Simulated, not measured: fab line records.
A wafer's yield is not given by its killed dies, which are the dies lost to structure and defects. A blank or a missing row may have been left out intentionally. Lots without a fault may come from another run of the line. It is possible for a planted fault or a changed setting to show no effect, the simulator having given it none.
fab line records	flow nand_harc	part 2 of 2: steps 5 to 6 of 6
record: lots: 22	wafers: 66	last_day: 33
route steps=1302 shown A_CHANNEL_FILL_D2@637 A_STAIRCASE@674
lots that met no fault: taken from a fault-free run of the same line
start_h: hours from the record's first day to the start of the lot's first wafer shown	wait_h: how many hours have passed since the lot's step before this one	" the same as in the row above	L1.1+2: a row that stands for several wafers	- no value, or no start given	* or withheld: withheld	< > ~ a bound
route shown NAME@n: a module of which the file shows steps, and the number in the route of the first	usual: average and standard deviation across the fault-free wafers	same: alike in all rows	chamber/n: place in a boat	sites: readings site by site	_std_site: the standard deviation of these	_edge_site: mean of outer sites minus mean of inner sites	radius_mm: for every site, how far away it sits from the centre of the wafer	mask NAME#n: copy n	behind: the most recent tool/chamber to have shaped the wafer	hold: why the lot was held/for how many hours/how that ended	device: names the non-switching transistor (n, p or np)	end of line: the tests these same wafers got at the end of their route	where a step has no rows: the recipe by itself	killed: at the first sort, the dies lost to defects and structure; wafer yield is something else	map: a wafer's dies, marking killed ones x, the rest . and places with no die _
set.NAME: the setting that was run; set.NAME@STEP: the one run at that earlier step	model.NAME: the simulator's own value behind a step, which no gauge read
a sample of lots followed through the steps of the route, with each step as a table and each wafer as a row
services: a tool's chamber out of use, with start hour (start_h, from the record's first day; less than 0 if before it), hours out, and reason
== steps ==
step: NHARC_A_STAIRCASE_TRIM_26
recipe: time_s: 211.2	o2_flow_sccm: 500	ar_flow_sccm: 0	bias_w: 0	chemistry: O2
usual: drypump_motor_current_A: 5.8/0.45	oes_product_au: 1.002/0.01	rf_vpp_V: 58.0/0.86	showerhead_plenum_p_Torr: 3.60/0.12	throttle_valve_pct: 17.036/0.0088
same: bias_w: 0
lot.wafer	tool	chamber	start_h	wait_h	drypump_motor_current_A	oes_product_au	rf_hours_counter_h	rf_vpp_V	showerhead_plenum_p_Torr	throttle_valve_pct
L075.1	rie_diel-09	1	-	-	5.9	1.000	11	58.7	3.65	17.031
L075.4	"	1	"	"	5.9	0.997	-	57.5	3.65	17.042
L075.5	"	2	"	"	6.2	1.016	-	58.3	3.59	17.023
L074.2	rie_diel-01	3	-	-	5.8	0.993	52	57.6	3.57	17.047
L074.6	"	1	"	"	5.2	0.965	-	57.7	3.47	17.047
L074.5	"	2	"	"	6.4	0.988	-	58.4	3.35	17.038
L077.1	rie_diel-05	3	-	-	5.2	0.990	48	57.9	3.78	17.032
L077.3	"	0	"	"	5.0	1.005	48	57.8	3.58	17.034
L077.6	"	3	"	"	5.2	0.996	-	58.2	3.78	17.047
L076.3	rie_diel-09	3	-	-	6.4	0.991	17	57.2	3.77	17.028
L076.1	"	2	"	"	6.2	1.013	17	56.9	3.58	17.032
L076.5	"	2	"	"	6.2	1.018	-	58.4	3.58	17.044
L078.4	rie_diel-05	2	-	-	5.9	1.007	49	57.8	3.60	17.021
L078.5	"	3	"	"	5.2	0.996	-	59.8	3.78	17.048
L078.6	"	0	"	"	5.0	1.014	-	59.2	3.58	17.035
L079.3	rie_diel-09	1	-	-	5.9	0.992	28	56.9	3.64	17.043
L079.1	"	2	"	"	6.2	1.016	31	56.8	3.58	17.035
L079.5	"	1	"	"	5.9	0.994	-	58.6	3.64	17.035
L080.3	rie_diel-01	1	415.73	4.9	5.3	0.994	-	56.8	3.46	17.043
L080.4	"	1	"	"	5.2	0.988	-	58.5	3.46	17.029
L080.5	"	1	"	"	5.2	1.001	-	58.3	3.46	17.056
L081.2	rie_diel-05	2	-	-	5.9	0.991	2	58.0	3.60	17.045
L081.3	"	3	"	"	5.2	1.005	2	58.1	3.77	17.031
L081.5	"	1	"	"	5.8	1.005	-	57.9	3.74	17.043
L083.3	rie_diel-05	0	-	-	5.0	1.012	8	59.0	3.58	17.037
L083.2	"	3	"	"	5.2	0.995	9	59.7	3.77	17.033
L083.5	"	0	"	"	5.0	1.002	-	56.9	3.57	17.030
L082.2	rie_diel-01	2	-	-	6.5	0.983	8	57.1	3.34	17.027
L082.5	"	1	"	"	5.2	1.003	-	58.0	3.46	17.037
L082.6	"	2	"	"	6.4	0.983	-	57.4	3.34	17.030
L084.4	rie_diel-05	1	-	-	5.8	1.009	19	58.0	3.73	17.046
L084.6	"	2	"	"	5.9	0.995	-	58.4	3.59	17.040
L084.5	"	3	"	"	5.2	0.987	-	60.0	3.76	17.037
L085.3	rie_diel-09	2	-	-	6.1	1.022	52	58.2	3.57	17.030
L085.2	"	3	"	"	6.4	1.009	52	57.3	3.75	17.021
L085.5	"	0	"	"	5.7	0.999	-	58.1	3.62	17.054
L086.1	rie_diel-09	2	-	-	6.2	1.010	55	57.9	3.56	17.045
L086.2	"	3	"	"	6.4	0.996	55	58.8	3.75	17.041
L086.6	"	1	"	"	5.9	0.992	-	58.0	3.63	17.026
L087.3	rie_diel-09	1	-	-	5.9	0.989	50	57.0	3.63	17.033
L087.2	"	2	"	"	6.2	1.009	58	59.7	3.56	17.034
L087.1	"	3	"	"	6.4	1.003	58	58.5	3.75	17.050
L089.2	rie_diel-05	0	-	-	5.0	1.010	30	58.2	3.56	17.038
L089.4	"	1	"	"	5.8	0.996	32	57.7	3.72	17.045
L089.5	"	3	"	"	5.2	0.996	-	58.9	3.76	17.034
L088.3	rie_diel-05	3	-	-	5.2	0.997	32	57.6	3.76	17.037
L088.1	"	0	"	"	5.0	0.999	34	56.7	3.56	17.044
L088.2	"	2	"	"	5.9	0.997	35	57.3	3.58	17.029
L092.1	rie_diel-09	0	-	-	5.7	1.022	11	57.7	3.61	17.020
L092.2	"	3	"	"	6.4	1.001	11	59.8	3.74	17.034
L092.5	"	0	"	"	5.7	1.020	-	57.8	3.61	17.038
L093.3	rie_diel-09	1	-	-	5.9	0.996	14	58.5	3.62	17.036
L093.1	"	3	"	"	6.4	1.006	14	60.1	3.74	17.016
L093.4	"	0	"	"	5.7	1.016	16	58.7	3.61	17.035
L095.4	rie_diel-09	0	-	-	5.8	1.030	17	57.8	3.60	17.027
L095.3	"	1	"	"	5.9	1.008	15	56.6	3.62	17.032
L095.5	"	2	"	"	6.1	1.013	-	59.0	3.55	17.035
L094.4	rie_diel-01	1	-	-	5.2	0.986	63	55.8	3.43	17.025
L094.2	"	3	"	"	5.8	0.994	38	57.6	3.54	17.038
L094.6	"	2	"	"	6.4	0.996	-	58.4	3.32	17.041
L096.1	rie_diel-09	2	-	-	6.2	1.016	18	58.4	3.55	17.026
L096.4	"	3	"	"	6.4	1.001	22	58.4	3.74	17.047
L096.5	"	2	"	"	6.3	1.022	-	56.6	3.55	17.041
L097.2	rie_diel-09	3	-	-	6.4	1.007	28	58.4	3.73	17.033
L097.1	"	0	"	"	5.8	1.020	32	58.4	3.60	17.045
L097.3	"	1	"	"	5.9	0.998	28	58.5	3.61	17.023
step: NHARC_A_STAIRCASE_DESCUM_186
recipe: time_s: 3	o2_flow_sccm: 200	ar_flow_sccm: 0	bias_power_w: 0	chemistry: O2
usual: drypump_motor_current_A: 5.8/0.45	oes_product_au: 1.003/0.011	rf_vpp_V: 57.9/0.88	showerhead_plenum_p_Torr: 1.96/0.072	throttle_valve_pct: 11.311/0.0084
lot.wafer	tool	chamber	start_h	wait_h	drypump_motor_current_A	oes_product_au	rf_hours_counter_h	rf_vpp_V	showerhead_plenum_p_Torr	throttle_valve_pct
L074.2	rie_diel-09	3	365.26	-	6.4	1.013	9	58.0	2.06	11.315
L074.6	"	1	"	"	5.9	0.999	-	57.0	1.98	11.311
L074.5	"	2	"	"	6.2	1.024	-	57.6	1.95	11.324
L075.4	rie_diel-05	1	365.43	-	5.8	1.009	45	58.9	2.04	11.311
L075.1	"	2	"	"	5.9	0.992	40	58.3	1.96	11.313
L075.5	"	0	"	"	5.0	1.004	-	57.9	1.95	11.325
L077.1	rie_diel-09	3	386.03	-	6.4	1.011	18	59.0	2.06	11.314
L077.3	"	1	"	"	5.9	0.995	20	57.9	1.98	11.312
L077.6	"	3	"	"	6.4	1.011	-	56.9	2.06	11.318
L076.3	rie_diel-05	0	389.62	-	5.0	1.016	52	59.4	1.94	11.319
L076.1	"	1	"	"	5.8	1.008	54	57.5	2.04	11.314
L076.5	"	2	"	"	5.9	1.014	-	58.6	1.96	11.330
L078.4	rie_diel-05	3	393.24	-	5.2	0.991	53	59.5	2.06	11.316
L078.6	"	2	"	"	5.9	1.003	-	57.1	1.96	11.318
L078.5	"	3	"	"	5.2	0.998	-	58.6	2.06	11.291
L079.3	rie_diel-09	0	411.49	-	5.8	0.994	13	57.5	1.97	11.320
L079.1	"	2	"	"	6.2	1.013	32	57.8	1.94	11.321
L079.5	"	0	"	"	5.7	0.990	-	58.2	1.97	11.321
L080.3	rie_diel-05	2	418.32	-	5.9	0.999	2	58.4	1.95	11.287
L080.4	"	3	"	"	5.2	1.006	2	57.9	2.06	11.312
L080.5	"	2	"	"	5.9	1.009	-	57.6	1.95	11.296
L081.3	rie_diel-05	0	420.66	-	5.0	1.010	3	57.7	1.94	11.309
L081.2	"	1	"	"	5.8	0.999	3	58.9	2.04	11.314
L081.5	"	3	"	"	5.2	0.990	-	58.3	2.06	11.321
L083.3	rie_diel-05	1	434.08	-	5.8	0.997	8	57.3	2.04	11.326
L083.2	"	2	"	"	5.9	1.011	10	56.9	1.95	11.325
L083.5	"	0	"	"	5.0	1.027	-	55.8	1.94	11.317
L082.2	rie_diel-09	3	438.78	-	6.4	1.010	43	57.7	2.05	11.308
L082.5	"	3	"	"	6.4	1.009	-	58.6	2.05	11.315
L082.6	"	0	"	"	5.8	0.987	-	56.7	1.97	11.314
L084.4	rie_diel-01	3	461.52	-	5.8	0.993	5	59.0	1.93	11.294
L084.5	"	1	"	"	5.2	0.983	-	56.7	1.87	11.292
L084.6	"	2	"	"	6.4	0.977	-	57.7	1.80	11.303
L085.2	rie_diel-05	2	464.51	-	5.9	1.012	22	57.4	1.95	11.306
L085.3	"	0	"	"	5.0	1.008	19	57.8	1.94	11.304
L085.5	"	1	"	"	5.8	1.001	-	58.5	2.03	11.303
L086.1	rie_diel-09	2	480.14	-	6.1	1.000	56	60.4	1.93	11.326
L086.2	"	3	"	"	6.4	1.006	55	58.0	2.04	11.306
L086.6	"	2	"	"	6.1	1.005	-	57.7	1.93	11.314
L087.3	rie_diel-01	3	492.13	-	5.9	1.000	12	56.5	1.93	11.308
L087.2	"	0	"	"	6.0	1.009	27	56.9	1.80	11.320
L087.1	"	1	"	"	5.3	0.992	37	58.0	1.87	11.299
L089.2	rie_diel-01	1	503.50	-	5.2	0.987	42	58.0	1.86	11.321
L089.4	"	2	"	"	6.4	0.987	31	55.4	1.80	11.307
L089.5	"	2	"	"	6.4	0.979	-	57.3	1.80	11.310
L088.2	rie_diel-09	1	515.29	-	5.9	0.999	3	57.9	1.97	11.325
L088.3	"	2	"	"	6.2	1.015	4	57.1	1.93	11.306
L088.1	"	0	"	"	5.7	1.020	5	59.1	1.96	11.326
L092.1	rie_diel-05	1	537.18	-	5.8	1.001	51	58.5	2.02	11.311
L092.2	"	3	"	"	5.2	0.996	44	59.8	2.04	11.303
L092.5	"	2	"	"	5.9	1.001	-	58.0	1.94	11.304
L093.4	rie_diel-05	3	546.89	-	5.2	1.003	46	58.2	2.04	11.311
L093.1	"	0	"	"	5.0	1.005	48	56.5	1.93	11.312
L093.3	"	1	"	"	5.8	0.993	53	57.5	2.02	11.304
L095.3	rie_diel-09	3	552.88	-	6.4	1.006	15	58.4	2.04	11.308
L095.4	"	0	"	"	5.8	1.026	18	57.2	1.96	11.313
L095.5	"	3	"	"	6.4	1.005	-	57.5	2.04	11.317
L094.4	rie_diel-01	1	555.94	-	5.3	0.994	63	56.1	1.86	11.308
L094.2	"	2	"	"	6.4	0.988	52	56.8	1.79	11.308
L094.6	"	2	"	"	6.4	0.982	-	57.3	1.79	11.300
L096.1	rie_diel-09	3	567.14	-	6.4	1.004	22	57.3	2.03	11.312
L096.4	"	2	"	"	6.2	1.005	18	57.0	1.93	11.307
L096.5	"	3	"	"	6.4	0.997	-	58.6	2.03	11.315
L097.2	rie_diel-09	3	589.76	-	6.4	1.005	29	57.8	2.03	11.305
L097.3	"	0	"	"	5.8	1.030	33	57.8	1.95	11.323
L097.1	"	1	"	"	5.9	0.990	28	58.9	1.96	11.307
== services ==
tool	chamber	start_h	hours	kind
rie_diel-09	0	353.97	-	clean
rie_diel-09	1	353.97	-	clean
rie_diel-09	2	353.97	-	clean
rie_diel-09	3	353.97	-	clean
rie_diel-09	0	358.70	36.5	repair
rtp_anneal-01	-	372.00	12.0	pm
rie_diel-09	1	378.47	-	clean
rie_diel-09	2	378.47	-	clean
rie_diel-09	3	378.47	-	clean
rie_diel-01	-	381.24	9.0	pm
rie_diel-09	1	386.84	5.0	repair
rie_diel-09	0	402.97	-	clean
rie_diel-09	1	402.97	-	clean
rie_diel-09	2	402.97	-	clean
rie_diel-05	-	406.62	9.0	pm
rie_diel-01	0	407.74	18.9	repair
rie_diel-09	1	449.41	13.0	repair
rie_diel-01	3	455.97	1.4	repair
rie_diel-09	-	463.31	1.1	repair
rie_diel-01	2	476.04	5.3	repair
rie_diel-05	3	491.62	1.4	repair
rie_diel-09	-	497.46	9.0	pm
rie_diel-01	-	558.24	9.0	pm
rie_diel-05	-	583.85	9.0	pm
